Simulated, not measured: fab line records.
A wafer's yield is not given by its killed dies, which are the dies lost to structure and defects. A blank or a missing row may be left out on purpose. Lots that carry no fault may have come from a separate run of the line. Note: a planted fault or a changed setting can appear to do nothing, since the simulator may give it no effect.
fab line records	flow n5_finfet
[record] lots = 11	wafers = 33	last_day = 18
route steps=1938 shown BEOL_M11@1599 BEOL_M12@1613
lots that met no fault: taken from a fault-free run of the same line
start_h: hours from the record's opening day to when the first of the lot's shown wafers began	wait_h: time in hours since the lot's previous step	" same as the row above	L1.1+2: a row that stands for several wafers	- no value, or no start given	* or withheld: withheld	< > ~ a bound
route shown NAME@n: NAME is a module with steps in the file, n the number in the route of the first one	usual: the fault-free wafers' mean and standard deviation	same: alike in all rows	chamber/n: place in a boat	sites: readings site by site	_std_site: how widely they spread, as a standard deviation	_edge_site: inner sites' mean taken away from outer sites' mean	radius_mm: how far each site lies from the wafer's centre	mask NAME#n: copy n	behind: the tool/chamber that last shaped the wafer	hold: why the lot went on hold/how many hours it stayed there/how the hold came to an end	device: which transistor (n, p or np) failed to switch	end of line: tests run on the same wafers once the route is complete	for a step that has no rows: nothing shown but its recipe	killed: not the wafer's yield, but the dies lost to structure and defects at the first sort	map: the dies of a wafer, with x for killed, . for not killed, _ for no die there
set.NAME: the setting as run; set.NAME@STEP: as run at that earlier step	model.NAME: the simulator's own value behind a step, which no gauge read
one table for each step of the route and one row for each wafer, over a sample of lots
services: the hour from which a tool's chamber was out of use, counted from the record's first day as start_h (under 0 if before that day), plus the number of hours and why
[[steps]]
[step N5_BEOL_M11_DEP_56]
[recipe] material = SiCN	target_thk_a = 300	temp_c = withheld	precursor = 3MS/NH3	pressure_torr = 3	rf_w = 675	time_s = 10.5
[usual] showerhead_plenum_p_Torr = 4.148/0.02	throttle_valve_pct = 17.3/0.87
[same] time_s = 10.5
lot.wafer	tool	chamber	start_h	wait_h	showerhead_plenum_p_Torr	throttle_valve_pct
L319.1	pecvd-02	0	234.69	0.0	4.133	17.1
L319.4	"	0	"	"	4.145	16.9
L319.5	"	2	"	"	4.181	16.5
L320.2	pecvd-03	0	238.46	0.0	4.149	19.3
L320.4	"	1	"	"	4.176	17.7
L320.6	"	2	"	"	4.119	17.8
L322.1	pecvd-02	2	250.13	0.0	4.157	16.7
L322.2	"	1	"	"	4.129	16.5
L322.5	"	1	"	"	4.139	16.6
L329.2	pecvd-02	0	293.52	0.0	4.136	17.4
L329.4	"	0	"	"	4.138	16.9
L329.5	"	1	"	"	4.135	16.7
L330.1	pecvd-02	2	300.59	0.0	4.163	16.7
L330.3	"	0	"	"	4.141	17.2
L330.5	"	0	"	"	4.149	17.2
L331.2	pecvd-01	2	303.50	0.0	4.179	17.5
L331.3	"	0	"	"	4.174	19.6
L331.6	"	2	"	"	4.168	17.5
L338.1	pecvd-03	2	333.97	0.0	4.129	18.2
L338.3	"	1	"	"	4.187	17.7
L338.4	"	0	"	"	4.141	19.3
L336.2	pecvd-02	1	342.62	0.0	4.117	16.7
L336.5	"	0	"	"	4.140	16.9
L336.6	"	1	"	"	4.132	16.7
L340.3	pecvd-02	1	350.74	0.0	4.132	16.7
L340.4	"	1	"	"	4.119	16.7
L340.6	"	0	"	"	4.144	17.1
L341.1	pecvd-02	1	369.00	0.0	4.128	16.8
L341.4	"	0	"	"	4.137	17.3
L341.5	"	2	"	"	4.185	16.9
L342.1	pecvd-03	0	381.39	0.0	4.153	19.1
L342.3	"	1	"	"	4.167	17.8
L342.5	"	1	"	"	4.178	17.7
[step N5_BEOL_M12_OVL_MEAS_11]
[recipe] points_per_wafer = 44
[usual] V11_OVL = -5/6
lot.wafer	tool	chamber	start_h	wait_h	V11_OVL[nm]
L319.1	overlay-02	0	235.28	0.0	-4
L319.4	"	0	"	"	-13
L319.5	"	0	"	"	-3
L320.2	overlay-02	0	239.05	0.0	-8
L320.4	"	0	"	"	-7
L320.6	"	0	"	"	-11
L322.1	overlay-01	0	250.84	0.0	-12
L322.2	"	0	"	"	0
L322.5	"	0	"	"	-5
L329.2	overlay-01	0	294.13	0.0	-9
L329.4	"	0	"	"	-9
L329.5	"	0	"	"	-18
L330.1	overlay-01	0	301.31	0.0	-3
L330.3	"	0	"	"	-2
L330.5	"	0	"	"	-8
L331.2	overlay-02	0	304.21	0.0	-3
L331.3	"	0	"	"	2
L331.6	"	0	"	"	-2
L338.1	overlay-01	0	334.56	0.0	-11
L338.3	"	0	"	"	-10
L338.4	"	0	"	"	-1
L336.2	overlay-02	0	343.21	0.0	-5
L336.5	"	0	"	"	-5
L336.6	"	0	"	"	-7
L340.3	overlay-02	0	351.47	0.0	-3
L340.4	"	0	"	"	1
L340.6	"	0	"	"	0
L341.1	overlay-02	0	369.59	0.0	-11
L341.4	"	0	"	"	-8
L341.5	"	0	"	"	-15
L342.1	overlay-01	0	382.10	0.0	-14
L342.3	"	0	"	"	-13
L342.5	"	0	"	"	-15
[step N5_BEOL_M12_OVL_MEAS_29]
[recipe] points_per_wafer = 44
[usual] M12_OVL = -2/5.9
lot.wafer	tool	chamber	start_h	wait_h	M12_OVL[nm]
L319.1	overlay-01	0	236.19	0.0	-6
L319.4	"	0	"	"	-5
L319.5	"	0	"	"	-9
L320.2	overlay-02	0	240.06	0.0	4
L320.4	"	0	"	"	2
L320.6	"	0	"	"	8
L322.1	overlay-01	0	251.84	0.0	-4
L322.2	"	0	"	"	-10
L322.5	"	0	"	"	1
L329.2	overlay-02	0	295.06	0.0	-1
L329.4	"	0	"	"	-6
L329.5	"	0	"	"	4
L330.1	overlay-01	0	302.22	0.0	-5
L330.3	"	0	"	"	-6
L330.5	"	0	"	"	-8
L331.2	overlay-01	0	305.23	0.0	0
L331.3	"	0	"	"	6
L331.6	"	0	"	"	4
L338.1	overlay-02	0	336.09	0.0	-10
L338.3	"	0	"	"	-8
L338.4	"	0	"	"	-6
L336.2	overlay-02	0	344.16	0.0	-5
L336.5	"	0	"	"	12
L336.6	"	0	"	"	3
L340.3	overlay-02	0	352.50	0.0	-7
L340.4	"	0	"	"	-4
L340.6	"	0	"	"	1
L341.1	overlay-02	0	370.63	0.0	-4
L341.4	"	0	"	"	-10
L341.5	"	0	"	"	-6
L342.1	overlay-02	0	383.48	0.0	0
L342.3	"	0	"	"	-7
L342.5	"	0	"	"	5
[step N5_BEOL_M12_ETCH_67]
[recipe] chemistry = CF4	target = SiARC	target_depth_a = 1430	time_s = 238.3	ion_energy_ev = 80	pressure_mtorr = 40	source_w = 545	bias_w = 36	Ar_flow_sccm = 100	cf4_flow_sccm = 100	ends = cleared
[usual] drypump_motor_current_A = 5.6/0.46	etch_rf_on_time_s = 236/3.4	oes_product_au = 0.70/0.052	rf_fwd_power_W = 543.2/1.8	rf_vpp_V = 184.1/1.2	showerhead_plenum_p_Torr = 2.15/0.076	throttle_valve_pct = 15.59/0.19
lot.wafer	tool	chamber	start_h	wait_h	drypump_motor_current_A	etch_rf_on_time_s	oes_product_au	rf_fwd_power_W	rf_hours_counter_h	rf_vpp_V	showerhead_plenum_p_Torr	throttle_valve_pct
L319.1	rie_diel-05	2	236.28	0.0	5.7	230	0.72	544.3	88	183.2	2.08	15.80
L319.4	"	3	"	"	5.0	237	0.73	542.3	47	184.7	2.26	15.48
L319.5	"	2	"	"	5.6	229	0.73	545.4	-	183.0	2.08	15.82
L320.2	rie_diel-06	2	240.15	0.0	5.8	238	0.59	539.9	235	183.7	2.12	15.90
L320.4	"	1	"	"	6.2	237	0.72	543.7	-	185.8	2.26	15.65
L320.6	"	0	"	"	4.8	235	0.70	542.6	-	185.8	2.25	15.76
L322.1	rie_diel-05	3	252.32	0.0	4.9	235	0.72	541.1	52	186.2	2.26	15.47
L322.2	"	0	"	"	5.5	237	0.71	544.7	62	182.8	2.09	15.39
L322.5	"	2	"	"	5.6	228	0.72	547.6	-	183.5	2.07	15.84
L329.2	rie_diel-06	2	295.16	0.0	5.8	200	0.66	674.6	249	170.3	2.11	15.95
L329.4	"	0	"	"	4.8	196	0.77	673.0	99	170.6	2.24	15.79
L329.5	"	3	"	"	5.7	196	0.86	676.7	-	171.5	2.19	15.67
L330.1	rie_diel-06	1	302.76	0.0	6.3	195	0.78	675.0	87	172.5	2.25	15.73
L330.3	"	3	"	"	5.7	195	0.85	677.4	25	171.6	2.19	15.65
L330.5	"	3	"	"	5.7	195	0.85	675.2	-	171.2	2.19	15.66
L331.2	rie_diel-01	0	305.71	0.0	6.2	233	0.77	542.7	18	183.6	2.11	15.63
L331.3	"	2	"	"	5.3	231	0.64	542.6	166	182.5	2.05	15.51
L331.6	"	2	"	"	5.3	233	0.63	546.4	-	181.8	2.05	15.52
L338.1	rie_diel-01	1	336.29	0.0	5.6	238	0.79	541.8	15	183.0	2.11	15.39
L338.3	"	0	"	"	6.2	234	0.76	544.2	28	182.9	2.10	15.64
L338.4	"	2	"	"	5.3	236	0.62	544.7	176	183.0	2.05	15.54
L336.2	rie_diel-05	1	344.48	0.0	6.1	236	0.71	543.5	77	183.6	2.16	15.38
L336.5	"	1	"	"	6.1	236	0.71	542.2	-	183.7	2.16	15.39
L336.6	"	0	"	"	5.4	242	0.68	543.6	-	183.8	2.08	15.48
L340.3	rie_diel-05	0	352.60	0.0	5.5	239	0.67	545.0	100	184.0	2.08	15.47
L340.4	"	2	"	"	5.6	230	0.69	544.2	129	183.3	2.06	15.91
L340.6	"	3	"	"	5.0	235	0.68	546.7	-	185.3	2.25	15.55
L341.1	rie_diel-05	1	370.72	0.0	6.1	230	0.71	543.9	86	183.8	2.16	15.40
L341.4	"	2	"	"	5.6	230	0.69	541.5	136	183.8	2.06	15.92
L341.5	"	1	"	"	6.1	232	0.70	542.2	-	183.6	2.16	15.40
L342.1	rie_diel-05	1	383.89	0.0	6.1	235	0.70	540.2	91	184.9	2.16	15.43
L342.3	"	0	"	"	5.5	239	0.67	545.8	111	182.9	2.08	15.50
L342.5	"	2	"	"	5.6	233	0.68	543.1	-	184.3	2.06	15.91
[[services]]
tool	chamber	start_h	hours	kind
rie_diel-06	3	217.63	-	clean
rie_diel-06	3	217.63	-	consumable_replace:focus_ring
pecvd-01	-	224.56	28.1	pm
rie_diel-01	0	246.77	-	clean
rie_diel-01	0	246.77	-	consumable_replace:focus_ring
rie_diel-06	0	248.46	12.2	repair
rie_diel-06	2	253.30	11.7	repair
pecvd-03	2	267.62	5.0	scheduled_down
pecvd-02	2	274.35	22.4	repair
pecvd-03	1	278.08	2.1	scheduled_down
rie_diel-06	2	297.24	-	clean
rie_diel-06	2	297.24	-	consumable_replace:focus_ring
rie_diel-06	2	297.24	22.7	scheduled_down
rie_diel-06	2	297.24	22.7	vent_cycle
pecvd-02	0	303.38	4.9	repair
rie_diel-06	0	323.11	6.4	repair
pecvd-03	2	328.02	2.1	scheduled_down
rie_diel-05	-	328.94	1.0	repair
rie_diel-06	1	331.98	7.0	repair
rie_diel-01	3	338.74	10.4	repair
rie_diel-06	2	343.55	9.0	repair
rie_diel-01	1	346.23	5.1	repair
pecvd-03	-	347.35	0.7	repair
pecvd-02	1	375.39	12.3	repair
[[key]]
[first_sign] step = N5_BEOL_M12_ETCH_67	reading = rf_fwd_power_W	direction = up	sigmas = 75	usual = *	struck = *
[effect] step = N5_BEOL_M12_ETCH_67	reading = etch_rf_on_time_s	direction = down	sigmas = 12	usual = *	struck = *
met_at N5_BEOL_M12_ETCH_67
struck_lots L329,L330
not_acting_at N5_BEOL_M11_DEP_56,N5_BEOL_M12_OVL_MEAS_11,N5_BEOL_M12_OVL_MEAS_29
onset_between 240.15 295.16
[fault] kind = process_parameter_drift	tool = rie_diel-06	chamber = -	onset_h = 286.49	steps = N5_BEOL_M12_ETCH_67	channel = source_w	offset = 130.8	shape = step	end_h = 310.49	acts_in = these_recipes_only	stated = 545
